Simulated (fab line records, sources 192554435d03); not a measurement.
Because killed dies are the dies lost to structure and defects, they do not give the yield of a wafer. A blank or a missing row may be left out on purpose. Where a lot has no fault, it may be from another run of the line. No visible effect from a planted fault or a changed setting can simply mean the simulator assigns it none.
Chamber matching / flow n5 finfet / 4 sister chambers for N5_MOL_CONTACT_COAG_ALD_123 on ald sin-02
The step deposits SiNx, target thk 5 nm, pulse time 1 s, purge time 2 s. 14 wafers are shown with their chamber, then 7 later ones without.

== WAFERS, EACH WITH ITS CHAMBER ==
wafer=L075.1; chamber=2; heater power w (W)=780; precursor pulse height rel=1.008
wafer=L075.2; chamber=1; heater power w (W)=878; precursor pulse height rel=1.037
wafer=L075.6; chamber=3; heater power w (W)=738; precursor pulse height rel=1.029
wafer=L076.3; chamber=2; heater power w (W)=789; precursor pulse height rel=1.008
wafer=L076.5; chamber=0; heater power w (W)=928; precursor pulse height rel=1.035
wafer=L076.6; chamber=3; heater power w (W)=735; precursor pulse height rel=0.976
wafer=L084.1; chamber=2; heater power w (W)=776; precursor pulse height rel=0.985
wafer=L084.3; chamber=0; heater power w (W)=932; precursor pulse height rel=0.988
wafer=L084.5; chamber=1; heater power w (W)=879; precursor pulse height rel=1.008
wafer=L085.3; chamber=3; heater power w (W)=751; precursor pulse height rel=1.001
wafer=L085.4; chamber=1; heater power w (W)=876; precursor pulse height rel=1.008
wafer=L085.5; chamber=3; heater power w (W)=740; precursor pulse height rel=0.973
wafer=L093.2; chamber=1; heater power w (W)=861; precursor pulse height rel=1.009
wafer=L093.3; chamber=1; heater power w (W)=885; precursor pulse height rel=1.014

SIGNATURES (means of the wafers above)
reading=heater power w; chamber 0=930.00; chamber 1=875.80; chamber 2=781.67; chamber 3=741.00; scatter within a chamber=7.49
reading=precursor pulse height rel; chamber 0=1.01150; chamber 1=1.01520; chamber 2=1.00033; chamber 3=0.99475; scatter within a chamber=0.0203
Rule: for a wafer and a chamber, the distance is found by dividing, reading by reading, the gap between the wafer's reading and the chamber's mean by the reading's scatter, squaring, summing and taking the root. The wafer belongs to the nearest chamber; if the next one is less than 2 further off, it can't be placed. The scatter: take each reading less its chamber's mean, square it, sum over the shown wafers, divide by the number of wafers less the number of chambers, and take the root.

== WAFERS WHOSE CHAMBER IS MISSING ==
wafer=L093.4; heater power w (W)=766; precursor pulse height rel=1.037
wafer=L096.2; heater power w (W)=917; precursor pulse height rel=0.997
wafer=L096.3; heater power w (W)=795; precursor pulse height rel=1.034
wafer=L096.5; heater power w (W)=779; precursor pulse height rel=0.993
wafer=L097.1; heater power w (W)=727; precursor pulse height rel=1.003
wafer=L097.4; heater power w (W)=933; precursor pulse height rel=1.009
wafer=L097.5; heater power w (W)=715; precursor pulse height rel=0.992

== EACH ONE'S CHAMBER ==
wafer=L093.4; from the rows above=can't be placed: 2 or 3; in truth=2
wafer=L096.2; from the rows above=0; in truth=0
wafer=L096.3; from the rows above=2; in truth=2
wafer=L096.5; from the rows above=2; in truth=2
wafer=L097.1; from the rows above=3; in truth=3
wafer=L097.4; from the rows above=0; in truth=0
wafer=L097.5; from the rows above=3; in truth=3
Placed correctly: 6 of 7. Can't be placed from these rows: 1 (the true chamber is among the candidates in 1). Number placed wrongly: 0.
